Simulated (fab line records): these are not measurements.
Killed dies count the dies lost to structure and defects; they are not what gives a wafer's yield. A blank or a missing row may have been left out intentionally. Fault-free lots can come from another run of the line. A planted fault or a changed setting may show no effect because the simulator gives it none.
The tool behind it: which one? :: flow nand-harc :: 21 wafers from 7 lots sampled at 2 of the route's 1302 steps

== WHAT EACH GAUGE READ, for each wafer ==
NHARC_A_CONTACT_INSPECT_10.
lot: L198
measured: day 23 04:17
on: defect-inspect-01
raw-defect-count: 87 103 94

lot: L200
measured: day 23 21:03
on: defect-inspect-01
raw-defect-count: 89 119 97

lot: L202
measured: day 24 22:21
on: defect-inspect-01
raw-defect-count: 58 69 75

lot: L213
measured: day 29 08:05
on: defect-inspect-01
raw-defect-count: 26 24 20

lot: L214
measured: day 29 15:40
on: defect-inspect-02
raw-defect-count: 108 123 119

lot: L217
measured: day 31 07:32
on: defect-inspect-01
raw-defect-count: 82 79 81

lot: L219
measured: day 32 13:01
on: defect-inspect-01
raw-defect-count: 71 72 69

== EACH LOT AND THE TOOL THAT RAN IT (in order: tool; ch and the chambers of the sampled wafers; start) ==
lot: L198
NHARC_A_CONTACT_DEP_85: pecvd-04 ch 1,2, day 23 03:28

lot: L200
NHARC_A_CONTACT_DEP_85: pecvd-04 ch 0,1,2, day 23 20:25

lot: L202
NHARC_A_CONTACT_DEP_85: pecvd-04 ch 0,1,2, day 24 21:32

lot: L213
NHARC_A_CONTACT_DEP_85: pecvd-02 ch 0,2, day 29 07:24

lot: L214
NHARC_A_CONTACT_DEP_85: pecvd-02 ch 0,1,2, day 29 14:50

lot: L217
NHARC_A_CONTACT_DEP_85: pecvd-04 ch 0,1,2, day 31 06:43

lot: L219
NHARC_A_CONTACT_DEP_85: pecvd-01 ch 0,1,2, day 32 12:15
- NHARC_A_CONTACT_DEP_85: deposits SiON, target thk 60 nm.

== THE ANSWER, worked out from the rows above alone ==
Rule: what is usual is taken from the lots themselves. Put in order of their means at a reading, lots are off if they are a third of the lots or fewer, leave a main group of 4 or more, and stand apart from it by a gap of 3 or more times the standard deviation of the main group's means; of several such gaps the widest counts. If all means in a main group match to the digits the tables above print for the reading, that group is not used. Also off: a lot with no number at a reading for which 4 or more lots have one. Where the step has rows for the other lots, those lots are counted as sound.
Across all readings shown, no lot is off: no conclusion can be drawn from this.

== WHAT THE SIMULATOR PUT IN ==
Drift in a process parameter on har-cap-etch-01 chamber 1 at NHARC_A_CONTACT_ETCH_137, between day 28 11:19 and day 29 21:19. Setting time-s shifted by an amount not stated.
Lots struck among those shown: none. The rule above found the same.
